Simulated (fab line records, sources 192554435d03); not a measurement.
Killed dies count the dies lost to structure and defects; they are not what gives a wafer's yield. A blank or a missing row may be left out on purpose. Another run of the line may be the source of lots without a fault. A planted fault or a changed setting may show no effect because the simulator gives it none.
Which tool did it? || flow n5 finfet || 10 lots with 29 wafers sampled at 5 steps, on a route of 1938 steps

== WHAT THE GAUGES SHOWED, per wafer ==
N5_BEOL_M4_RC_MEAS_101.
{"lot": "L638", "measured": "day 7 20:04", "on": "prober-02", "DIBL_N (mV/V)": "37.4 35.6 36.4", "DIBL_P (mV/V)": "36.9 34.9 33.6", "IOFF_N (nA/um)": "0.164 0.128 0.141", "IOFF_P (nA/um)": "0.21 0.19 0.17", "ION_N (uA/um)": "676 659 662", "ION_P (uA/um)": "456 454 449", "SS_N (mV/dec)": "72.0 71.5 71.6", "SS_P (mV/dec)": "73.4 73.0 72.7", "VT_N (mV)": "247 251 254", "VT_P (mV)": "-252 -253 -255"}
{"lot": "L640", "measured": "day 8 07:10", "on": "prober-01", "DIBL_N (mV/V)": "34.1 36.9 33.7", "DIBL_P (mV/V)": "34.5 37.5 33.5", "IOFF_N (nA/um)": "0.128 0.173 0.118", "IOFF_P (nA/um)": "0.17 0.22 0.15", "ION_N (uA/um)": "666 693 665", "ION_P (uA/um)": "456 473 452", "SS_N (mV/dec)": "72.0 71.0 71.2", "SS_P (mV/dec)": "72.5 73.4 72.2", "VT_N (mV)": "252 248 255", "VT_P (mV)": "-252 -248 -255"}
{"lot": "L643", "measured": "day 9 12:39", "on": "prober-02", "DIBL_N (mV/V)": "38.0 36.7 37.5", "DIBL_P (mV/V)": "36.8 35.3 37.1", "IOFF_N (nA/um)": "0.166 0.154 0.152", "IOFF_P (nA/um)": "0.23 0.22 0.23", "ION_N (uA/um)": "681 677 670", "ION_P (uA/um)": "471 465 465", "SS_N (mV/dec)": "71.6 70.8 72.2", "SS_P (mV/dec)": "73.6 73.0 73.3", "VT_N (mV)": "250 250 252", "VT_P (mV)": "-248 -249 -247"}
{"lot": "L645", "measured": "day 9 17:04", "on": "prober-02", "DIBL_N (mV/V)": "38.5 37.1 36.1", "DIBL_P (mV/V)": "37.3 36.6 35.6", "IOFF_N (nA/um)": "0.190 0.154 0.140", "IOFF_P (nA/um)": "0.25 0.24 0.23", "ION_N (uA/um)": "671 660 665", "ION_P (uA/um)": "466 461 467", "SS_N (mV/dec)": "72.3 72.0 71.3", "SS_P (mV/dec)": "74.0 73.3 73.6", "VT_N (mV)": "248 250 250", "VT_P (mV)": "-244 -245 -242"}
{"lot": "L648", "measured": "day 10 18:43", "on": "prober-02", "DIBL_N (mV/V)": "36.3 37.7", "DIBL_P (mV/V)": "36.7 38.8", "IOFF_N (nA/um)": "0.166 0.180", "IOFF_P (nA/um)": "0.23 0.26", "ION_N (uA/um)": "679 672", "ION_P (uA/um)": "463 458", "SS_N (mV/dec)": "72.5 72.1", "SS_P (mV/dec)": "72.7 73.5", "VT_N (mV)": "248 248", "VT_P (mV)": "-246 -247"}
{"lot": "L650", "measured": "day 10 22:04", "on": "prober-02", "DIBL_N (mV/V)": "35.3 35.9 36.4", "DIBL_P (mV/V)": "34.1 35.1 35.6", "IOFF_N (nA/um)": "0.138 0.154 0.165", "IOFF_P (nA/um)": "0.19 0.20 0.21", "ION_N (uA/um)": "681 678 694", "ION_P (uA/um)": "470 472 474", "SS_N (mV/dec)": "70.5 70.8 72.1", "SS_P (mV/dec)": "73.3 72.9 73.4", "VT_N (mV)": "251 250 247", "VT_P (mV)": "-252 -251 -250"}
{"lot": "L653", "measured": "day 12 01:01", "on": "prober-01", "DIBL_N (mV/V)": "37.8 36.3 36.0", "DIBL_P (mV/V)": "37.4 35.7 34.8", "IOFF_N (nA/um)": "0.193 0.152 0.136", "IOFF_P (nA/um)": "0.20 0.18 0.16", "ION_N (uA/um)": "694 681 657", "ION_P (uA/um)": "463 461 444", "SS_N (mV/dec)": "71.6 71.6 71.0", "SS_P (mV/dec)": "74.1 74.1 72.7", "VT_N (mV)": "245 251 253", "VT_P (mV)": "-251 -252 -254"}
{"lot": "L658", "measured": "day 13 13:07", "on": "prober-02", "DIBL_N (mV/V)": "35.4 36.8 38.6", "DIBL_P (mV/V)": "35.1 36.5 39.2", "IOFF_N (nA/um)": "0.146 0.159 0.210", "IOFF_P (nA/um)": "0.20 0.22 0.27", "ION_N (uA/um)": "695 675 706", "ION_P (uA/um)": "478 466 479", "SS_N (mV/dec)": "71.2 71.7 72.0", "SS_P (mV/dec)": "72.2 73.2 74.0", "VT_N (mV)": "249 251 247", "VT_P (mV)": "-251 -248 -247"}
{"lot": "L659", "measured": "day 13 06:37", "on": "prober-02", "DIBL_N (mV/V)": "31.8 32.8 35.6", "DIBL_P (mV/V)": "33.0 34.9 37.3", "IOFF_N (nA/um)": "0.115 0.123 0.171", "IOFF_P (nA/um)": "0.18 0.21 0.24", "ION_N (uA/um)": "667 663 681", "ION_P (uA/um)": "461 468 471", "SS_N (mV/dec)": "70.8 71.1 71.3", "SS_P (mV/dec)": "72.4 73.2 73.8", "VT_N (mV)": "256 254 249", "VT_P (mV)": "-250 -246 -247"}
{"lot": "L660", "measured": "day 13 15:26", "on": "prober-02", "DIBL_N (mV/V)": "34.6 35.0 37.1", "DIBL_P (mV/V)": "33.6 35.3 37.7", "IOFF_N (nA/um)": "0.128 0.139 0.180", "IOFF_P (nA/um)": "0.19 0.21 0.25", "ION_N (uA/um)": "664 657 682", "ION_P (uA/um)": "462 458 465", "SS_N (mV/dec)": "70.7 71.5 71.9", "SS_P (mV/dec)": "72.0 72.9 74.1", "VT_N (mV)": "253 253 247", "VT_P (mV)": "-247 -251 -247"}

== WHICH TOOL RAN EACH LOT (tool, then ch and the chambers of the sampled wafers, then the start) ==
{"lot": "L638", "N5_BEOL_M1_ETCH_69": "rie diel-05 ch 1,2,3, day 6 00:50", "N5_BEOL_M1_ALD_84": "ald metal-02 ch 0,1,3, day 6 07:42", "N5_BEOL_M1_SURFACE_TREAT_85": "pvd sputter-01, day 6 09:39", "N5_BEOL_M1_ANNEAL_49": "pvd sputter-01, day 6 11:37"}
{"lot": "L640", "N5_BEOL_M1_ETCH_69": "rie diel-02 ch 0,1, day 6 19:37", "N5_BEOL_M1_ALD_84": "ald metal-02 ch 1,2,3, day 6 21:08", "N5_BEOL_M1_SURFACE_TREAT_85": "pvd sputter-01, day 6 21:29", "N5_BEOL_M1_ANNEAL_49": "pvd sputter-02, day 6 21:52"}
{"lot": "L643", "N5_BEOL_M1_ETCH_69": "rie diel-01 ch 1,2,3, day 7 20:49", "N5_BEOL_M1_ALD_84": "ald metal-04 ch 0,1,2, day 7 22:11", "N5_BEOL_M1_SURFACE_TREAT_85": "pvd sputter-01, day 7 22:26", "N5_BEOL_M1_ANNEAL_49": "pvd sputter-02, day 7 23:12"}
{"lot": "L645", "N5_BEOL_M1_ETCH_69": "rie diel-02 ch 0,2,3, day 8 01:47", "N5_BEOL_M1_ALD_84": "ald metal-02 ch 0,1,2, day 8 03:36", "N5_BEOL_M1_SURFACE_TREAT_85": "pvd sputter-03, day 8 03:53", "N5_BEOL_M1_ANNEAL_49": "pvd sputter-02, day 8 04:17"}
{"lot": "L648", "N5_BEOL_M1_ETCH_69": "rie diel-01 ch 2, day 8 19:41", "N5_BEOL_M1_ALD_84": "ald metal-04 ch 1,3, day 8 23:26", "N5_BEOL_M1_SURFACE_TREAT_85": "pvd sputter-03, day 8 23:44", "N5_BEOL_M1_ANNEAL_49": "pvd sputter-01, day 9 00:06"}
{"lot": "L650", "N5_BEOL_M1_ETCH_69": "rie diel-01 ch 0,1,2, day 9 05:26", "N5_BEOL_M1_ALD_84": "ald metal-02 ch 0,1,2, day 9 08:31", "N5_BEOL_M1_SURFACE_TREAT_85": "pvd sputter-01, day 9 08:47", "N5_BEOL_M1_ANNEAL_49": "pvd sputter-01, day 9 09:07"}
{"lot": "L653", "N5_BEOL_M1_ETCH_69": "rie diel-01 ch 0,1,3, day 9 21:05", "N5_BEOL_M1_ALD_84": "ald metal-02 ch 0,1,3, day 10 03:05", "N5_BEOL_M1_SURFACE_TREAT_85": "pvd sputter-02, day 10 03:20", "N5_BEOL_M1_ANNEAL_49": "pvd sputter-02, day 10 03:38"}
{"lot": "L658", "N5_BEOL_M1_ETCH_69": "rie diel-02 ch 0,1,3, day 11 13:08", "N5_BEOL_M1_ALD_84": "ald metal-04 ch 0,1,2, day 11 17:36", "N5_BEOL_M1_SURFACE_TREAT_85": "pvd sputter-02, day 11 18:04", "N5_BEOL_M1_ANNEAL_49": "pvd sputter-02, day 11 18:22"}
{"lot": "L659", "N5_BEOL_M1_ETCH_69": "rie diel-02 ch 0,2,3, day 11 13:24", "N5_BEOL_M1_ALD_84": "ald metal-03 ch 1,2, day 11 19:29", "N5_BEOL_M1_SURFACE_TREAT_85": "pvd sputter-01, day 11 19:46", "N5_BEOL_M1_ANNEAL_49": "pvd sputter-03, day 11 20:13"}
{"lot": "L660", "N5_BEOL_M1_ETCH_69": "rie diel-02 ch 0,2, day 11 19:37", "N5_BEOL_M1_ALD_84": "ald metal-04 ch 0,1, day 11 21:00", "N5_BEOL_M1_SURFACE_TREAT_85": "pvd sputter-02, day 11 21:19", "N5_BEOL_M1_ANNEAL_49": "pvd sputter-01, day 11 21:43"}
- N5_BEOL_M1_ETCH_69: etches SiARC in CF4, target depth 15.6 nm, time 26 s.
- N5_BEOL_M1_ALD_84: deposits TaN, pulse time 2 s, purge time 3 s, co reactant purge time 2 s.
- N5_BEOL_M1_SURFACE_TREAT_85
- N5_BEOL_M1_ANNEAL_49: time 240 s.

== AS READ BY THE TOOLS THEMSELVES (means over the sampled wafers that have a number; for cases with no such wafer, the mark the record gives instead) ==
N5_BEOL_M1_ETCH_69.
{"lot": "L638", "tool": "rie diel-05", "drypump motor current A (A)": 5.6, "etch rf on time s (s)": 26.1, "mfc ar sccm (sccm)": 100.01, "oes product au (a.u.)": 0.62, "rf vpp V (V)": 184.1, "showerhead plenum p Torr (Torr)": 2.16, "throttle valve pct (%)": 15.74}
{"lot": "L640", "tool": "rie diel-02", "drypump motor current A (A)": 6.0, "etch rf on time s (s)": 25.6, "mfc ar sccm (sccm)": 100.05, "oes product au (a.u.)": 0.64, "rf vpp V (V)": 184.6, "showerhead plenum p Torr (Torr)": 2.20, "throttle valve pct (%)": 15.62}
{"lot": "L643", "tool": "rie diel-01", "drypump motor current A (A)": 5.8, "etch rf on time s (s)": 26.3, "mfc ar sccm (sccm)": 100.14, "oes product au (a.u.)": 0.67, "rf vpp V (V)": 183.8, "showerhead plenum p Torr (Torr)": 2.15, "throttle valve pct (%)": 15.63}
{"lot": "L645", "tool": "rie diel-02", "drypump motor current A (A)": 5.5, "etch rf on time s (s)": 26.0, "mfc ar sccm (sccm)": 99.91, "oes product au (a.u.)": 0.62, "rf vpp V (V)": 184.5, "showerhead plenum p Torr (Torr)": 2.10, "throttle valve pct (%)": 15.60}
{"lot": "L648", "tool": "rie diel-01", "drypump motor current A (A)": 6.0, "etch rf on time s (s)": 26.4, "mfc ar sccm (sccm)": 99.69, "oes product au (a.u.)": 0.62, "rf vpp V (V)": 185.6, "showerhead plenum p Torr (Torr)": 2.22, "throttle valve pct (%)": 15.84}
{"lot": "L650", "tool": "rie diel-01", "drypump motor current A (A)": 6.2, "etch rf on time s (s)": 26.5, "mfc ar sccm (sccm)": 100.10, "oes product au (a.u.)": 0.67, "rf vpp V (V)": 184.4, "showerhead plenum p Torr (Torr)": 2.15, "throttle valve pct (%)": 15.70}
{"lot": "L653", "tool": "rie diel-01", "drypump motor current A (A)": 5.8, "etch rf on time s (s)": 26.3, "mfc ar sccm (sccm)": 100.55, "oes product au (a.u.)": 0.67, "rf vpp V (V)": 182.7, "showerhead plenum p Torr (Torr)": 2.09, "throttle valve pct (%)": 15.65}
{"lot": "L658", "tool": "rie diel-02", "drypump motor current A (A)": 5.9, "etch rf on time s (s)": 26.0, "mfc ar sccm (sccm)": 99.98, "oes product au (a.u.)": 0.60, "rf vpp V (V)": 183.4, "showerhead plenum p Torr (Torr)": 2.13, "throttle valve pct (%)": 15.70}
{"lot": "L659", "tool": "rie diel-02", "drypump motor current A (A)": 5.5, "etch rf on time s (s)": 26.0, "mfc ar sccm (sccm)": 99.77, "oes product au (a.u.)": 0.60, "rf vpp V (V)": 183.4, "showerhead plenum p Torr (Torr)": 2.10, "throttle valve pct (%)": 15.65}
{"lot": "L660", "tool": "rie diel-02", "drypump motor current A (A)": 5.5, "etch rf on time s (s)": 25.2, "mfc ar sccm (sccm)": 99.82, "oes product au (a.u.)": 0.62, "rf vpp V (V)": 183.3, "showerhead plenum p Torr (Torr)": 2.13, "throttle valve pct (%)": 15.60}

N5_BEOL_M1_ALD_84.
{"lot": "L638", "tool": "ald metal-02", "heater power w (W)": 427}
{"lot": "L640", "tool": "ald metal-02", "heater power w (W)": 390}
{"lot": "L643", "tool": "ald metal-04", "heater power w (W)": 443}
{"lot": "L645", "tool": "ald metal-02", "heater power w (W)": 408}
{"lot": "L648", "tool": "ald metal-04", "heater power w (W)": 478}
{"lot": "L650", "tool": "ald metal-02", "heater power w (W)": 409}
{"lot": "L653", "tool": "ald metal-02", "heater power w (W)": 425}
{"lot": "L658", "tool": "ald metal-04", "heater power w (W)": 441}
{"lot": "L659", "tool": "ald metal-03", "heater power w (W)": 423}
{"lot": "L660", "tool": "ald metal-04", "heater power w (W)": 472}

N5_BEOL_M1_ANNEAL_49.
{"lot": "L638", "tool": "pvd sputter-01", "heater power w (W)": 835}
{"lot": "L640", "tool": "pvd sputter-02", "heater power w (W)": 720}
{"lot": "L643", "tool": "pvd sputter-02", "heater power w (W)": 821}
{"lot": "L645", "tool": "pvd sputter-02", "heater power w (W)": 821}
{"lot": "L648", "tool": "pvd sputter-01", "heater power w (W)": 758}
{"lot": "L650", "tool": "pvd sputter-01", "heater power w (W)": 774}
{"lot": "L653", "tool": "pvd sputter-02", "heater power w (W)": 919}
{"lot": "L658", "tool": "pvd sputter-02", "heater power w (W)": 868}
{"lot": "L659", "tool": "pvd sputter-03", "heater power w (W)": 964}
{"lot": "L660", "tool": "pvd sputter-01", "heater power w (W)": 897}

== THE ANSWER, worked out from the rows above alone ==
Rule: the usual values come from the lots themselves. The widest of any qualifying gaps counts: lots, ordered by their means at a reading, are off when they make up no more than a third of the lots, leave a main group of 4 or more, and stand apart from it by 3 or more times the standard deviation of that group's means. The tables above print the reading to a certain number of digits; a main group whose means all agree to those digits is not used. A lot without any number at a reading at which 4 lots or more have one is off too. The other lots that the step has rows for count as sound. The gauges are gone through in route order, then the tools' own readings, and for those a lot's mean is taken as printed above. At the first step where some lot is off, the reading lying furthest off is the one used; lots without a number count as furthest.
No lot is off on any of the readings shown, so nothing can be concluded from this.

== WHAT HAD BEEN PUT IN BY THE SIMULATOR ==
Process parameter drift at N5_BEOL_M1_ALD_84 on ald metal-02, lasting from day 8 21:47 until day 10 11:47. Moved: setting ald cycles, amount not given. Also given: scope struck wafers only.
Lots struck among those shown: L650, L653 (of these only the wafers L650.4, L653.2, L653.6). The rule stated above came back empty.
